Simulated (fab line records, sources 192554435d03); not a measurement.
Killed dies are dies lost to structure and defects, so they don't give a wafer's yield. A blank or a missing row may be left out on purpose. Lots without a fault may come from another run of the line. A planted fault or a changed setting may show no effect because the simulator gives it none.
A struck lot beside a sound one | flow n5_finfet | 15 steps out of a route of 1938
Sound: wafers L889.1, L889.2, L889.3. Struck: wafer L899.4. (L899.1, L899.2 of the same lot were not struck and are left out.) The cause comes at the end.
At each step with rows: each side's tool, then ch and its chambers, then its first start. Under that, the readings that differ: sound wafers | struck wafers | difference of the means | sigmas: that difference in standard deviations of wafers without a fault.
alike: readings whose means differ by less than 2 such deviations, and words and numbers that are the same on both sides. not compared: withheld readings, readings that some wafer has no value for, bounds like >300 that may hide the same value, and numbers for which the record gives no deviation and whose values overlap.
The two part at a step that has a row with sigmas, a row that says differs or no value, or rows on one side only. Numbers that don't overlap but have no deviation are shown without sigmas and don't part them. A reading that every wafer of one side lacks parts them only if that side has two wafers or more.

first, 2 steps without rows for these wafers: N5_BEOL_M10_PEB_26 (peb time 60 s); N5_BEOL_M10_DEVELOP_27 (develop time 30 s).
N5_BEOL_M10_CD_MEAS_28: target cd 70 nm.
  sound on cd_sem-02 ch 0, day 11 11:40; struck on cd_sem-02 ch 0, day 14 16:08
  alike: cd_nm
N5_BEOL_M10_OVL_MEAS_29:
  sound on overlay-01 ch 0, day 11 11:42; struck on overlay-01 ch 0, day 14 16:10
  reading     | sound       | struck | difference | sigmas
  V9_OVL (nm) | 1.5 0.6 1.9 | -0.2   | -1.5       | -2
N5_BEOL_M10_INSPECT_30: inspects for defects (brightfield).
  sound on defect_inspect-01, day 11 11:43; struck on defect_inspect-01, day 14 16:11
  alike: raw_defect_count
N5_BEOL_M10_DESCUM_33: chemistry O2, time 7.9 s.
  sound on rie_diel-04 ch 0,2,3, day 11 11:46; struck on rie_diel-04 ch 2, day 14 16:13
  alike: drypump_motor_current_A, oes_product_au, rf_fwd_power_W, rf_vpp_V, showerhead_plenum_p_Torr, temp_c, throttle_valve_pct
  not compared: rf_hours_counter_h
N5_BEOL_M10_ETCH_65: etches SiARC in CF4, target depth 39 nm, time 65 s.
  sound on rie_diel-04 ch 0,2,3, day 11 11:47; struck on rie_diel-04 ch 2, day 14 16:15
  reading               | sound          | struck | difference | sigmas
  oes_product_au (a.u.) | 0.66 0.58 0.59 | 0.80   | +0.19      | +2
  alike: bias_w, drypump_motor_current_A, etch_rf_on_time_s, rf_fwd_power_W, rf_vpp_V, showerhead_plenum_p_Torr, throttle_valve_pct
  not compared: rf_hours_counter_h
N5_BEOL_M10_ETCH_66: etches SOC in N2/H2, target depth 120 nm, overetch 24 nm, time 180 s.
  sound on rie_diel-04 ch 0,2,3, day 11 11:50; struck on rie_diel-04 ch 2, day 14 16:18
  alike: bias_w, drypump_motor_current_A, oes_product_au, rf_fwd_power_W, rf_vpp_V, showerhead_plenum_p_Torr, temp_c, throttle_valve_pct
  not compared: rf_hours_counter_h
then, 1 step without rows for these wafers: N5_BEOL_M10_STRIP_69 (strips in N2/H2).
N5_BEOL_M10_VIA_ETCH_34: etches SiCOH lowk in C4F6/O2, target depth 184.5 nm, time 69.2 s.
  sound on rie_diel-04 ch 0,2,3, day 11 11:58; struck on rie_diel-04 ch 2, day 14 16:25
  alike: bias_w, drypump_motor_current_A, oes_product_au, rf_fwd_power_W, rf_vpp_V, showerhead_plenum_p_Torr, throttle_valve_pct
  not compared: rf_hours_counter_h
then, 1 step without rows for these wafers: N5_BEOL_M10_STRIP_73 (strips in C4F6/O2).
N5_BEOL_M10_STRIP_36: strips in N2/H2.
  sound on rie_diel-04 ch 0,2,3, day 11 12:02; struck on rie_diel-04 ch 2, day 14 16:29
  alike: drypump_motor_current_A, oes_product_au, rf_vpp_V, showerhead_plenum_p_Torr, temp_c, throttle_valve_pct
  not compared: rf_hours_counter_h
N5_BEOL_M10_TRENCH_ETCH_37: etches SiCOH lowk in C4F6/O2, target depth 148.83 nm, time 48 s.
  sound on rie_diel-04 ch 0,2,3, day 11 12:04; struck on rie_diel-04 ch 2, day 14 16:32
  reading               | sound             | struck | difference | sigmas
  bias_w (W)            | 185.0 184.4 184.2 | 198.3  | +13.8      | +24
  oes_product_au (a.u.) | 0.77 0.68 0.67    | 0.94   | +0.23      | +2
  alike: drypump_motor_current_A, rf_fwd_power_W, rf_vpp_V, showerhead_plenum_p_Torr, throttle_valve_pct
  not compared: rf_hours_counter_h
then, 1 step without rows for these wafers: N5_BEOL_M10_ETCH_41 (etches SiCN in CH3F/O2, target depth 42.6 nm, time 86 s).
N5_PASSIVATION_PROBE_49:
  sound on prober-01, day 13 21:02; struck on prober-01, day 16 14:55
  alike: defect_limited_yield, killed_at_M0_to_M3, killed_at_M4_up, killed_at_contacts, killed_at_front_end, killed_at_other, killed_dies, killed_open, killed_short, sort_bin_5_function, sort_bin_6_memory, sort_n_pass, sort_yield_pct

WHERE THEY PART
First at N5_BEOL_M10_OVL_MEAS_29; last, within this record, at N5_BEOL_M10_TRENCH_ETCH_37. Later steps at which nothing parts them and some readings are alike: N5_PASSIVATION_PROBE_49.

WHY: what the simulator had put in
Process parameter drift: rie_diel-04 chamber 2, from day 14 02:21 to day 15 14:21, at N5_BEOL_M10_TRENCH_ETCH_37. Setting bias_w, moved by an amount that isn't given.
